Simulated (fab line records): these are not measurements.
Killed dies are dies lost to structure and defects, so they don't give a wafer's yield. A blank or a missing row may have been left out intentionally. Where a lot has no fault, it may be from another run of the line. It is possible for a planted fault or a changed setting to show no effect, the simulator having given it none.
One fault seen from 2 desks	flow nand-harc	each desk has only its own numbers; what lay behind them comes last

== THE DEFECT DESK ==
Inspection counts along the route, by lot: the mean over sampled wafers that carry a number. A lot is out of limits, marked OUT, if its mean lies more than 4 standard deviations from the usual mean; the brackets give that distance.
Columns: A = raw-defect-count at NHARC_P_GATE_INSPECT_68, usual 209
lot	first seen here	A
L249	day 6 05:14	248
L250	day 6 07:36	213
L251	day 6 15:17	313
L253	day 7 09:40	191
L258	day 9 16:58	219
L260	day 10 10:21	194
L265	day 12 16:20	212
L266	day 12 20:34	200
L267	day 13 07:41	144
L268	day 13 17:56	298
L271	day 14 21:43	133
L272	day 15 11:01	201
This desk's finding: nothing out of limits on any of the 12 lots.

== DESK OF THE TOOL OWNER: rie-diel-09 ==
The tool's own readings at NHARC_P_CONTACT_ETCH_36 (etches the open film in N2/H2, target depth 260 nm, time 406.25 s): means of the sampled wafers that have a number, for each lot that ran on this tool. A lot is out of limits, marked OUT, if its mean lies more than 4 standard deviations from the usual mean; the brackets give that distance.
Columns: A = drypump-motor-current-A at NHARC_P_CONTACT_ETCH_36, usual 5.8 A; B = mfc-ar-sccm at NHARC_P_CONTACT_ETCH_36, usual 0.007 sccm; C = n2-flow-sccm at NHARC_P_CONTACT_ETCH_36, usual 150.0 sccm; D = oes-product-au at NHARC_P_CONTACT_ETCH_36, usual 0.997 a.u.; E = rf-vpp-V at NHARC_P_CONTACT_ETCH_36, usual 430.3 V; F = showerhead-plenum-p-Torr at NHARC_P_CONTACT_ETCH_36, usual 2.03 Torr; G = throttle-valve-pct at NHARC_P_CONTACT_ETCH_36, usual 14.171 %
lot	first seen here	A	B	C	D	E	F	G
L249	day 6 07:05	5.8	0.011	150.7	0.984	432.2	2.12	14.173
L250	day 6 09:31	5.8	0.011	150.1	0.995	432.3	2.12	14.183
L251	day 6 17:10	6.0	0.000	150.1	0.991	431.4	2.07	14.169
L253	day 7 11:37	6.0	0.000	150.2	1.000	432.1	2.08	14.172
L265	day 12 18:23	5.7	0.011	150.0	0.995	432.6	2.12	14.174
L266	day 12 22:26	6.0	0.000	149.7	1.009	432.3	2.09	14.165
L267	day 13 09:40	5.7	0.011	149.8	1.000	433.1	2.12	14.166
This desk's finding: nothing out of limits on any of the 7 lots.

== BROUGHT TOGETHER ==
No out-of-limits result turned up at the defect desk.
Nothing out of limits was seen by the tool owner's desk.

== WHAT WAS PUT IN BY THE SIMULATOR ==
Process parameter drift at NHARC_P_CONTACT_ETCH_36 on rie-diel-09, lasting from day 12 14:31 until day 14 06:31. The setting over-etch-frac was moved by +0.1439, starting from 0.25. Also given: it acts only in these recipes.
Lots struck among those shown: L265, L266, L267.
